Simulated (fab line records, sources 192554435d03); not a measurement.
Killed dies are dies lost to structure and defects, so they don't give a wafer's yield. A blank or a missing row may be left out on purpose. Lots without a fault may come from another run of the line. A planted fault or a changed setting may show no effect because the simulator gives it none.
Chamber matching | flow n5_finfet | N5_BEOL_M4_CO_CAP_55 on cvd_co-01: 3 sister chambers
The step material Co, precursor CCTBA/H2, target thk 2 nm, time 102.1 s. 3 wafers are shown with their chamber, then 7 later ones without.

WAFERS WITH THEIR CHAMBER
wafer  | chamber | heater_power_w (W)
L506.3 | 1       | 229
L508.3 | 2       | 239
L508.5 | 0       | 223

WAFERS WITHOUT THEIR CHAMBER
wafer  | heater_power_w (W)
L508.6 | 230
L511.1 | 232
L511.2 | 242
L511.6 | 227
L515.1 | 229
L515.5 | 224
L515.6 | 230

WHICH CHAMBER EACH WENT THROUGH
wafer  | from the rows above     | in truth
L508.6 | 1                       | 1
L511.1 | 1                       | 1
L511.2 | 2                       | 2
L511.6 | can't be placed: 1 or 0 | 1
L515.1 | 1                       | 1
L515.5 | 0                       | 0
L515.6 | 1                       | 1
Placed correctly: 6 of 7. Can't be placed from these rows: 1 (the true chamber is among the candidates in 1). Placed wrongly: 0.
How it was worked out, from the rows above alone: a wafer's distance from a chamber is the root of the sum, over the readings, of the square of ((its reading less the chamber's mean) divided by the reading's scatter). The wafer belongs to the nearest chamber; if the next one is less than 2 further off, it can't be placed. A chamber's mean is the mean of its shown wafers. The scatter: with one shown wafer a chamber, the root of the mean of the squares of how far each hidden wafer lies from its nearest shown one.
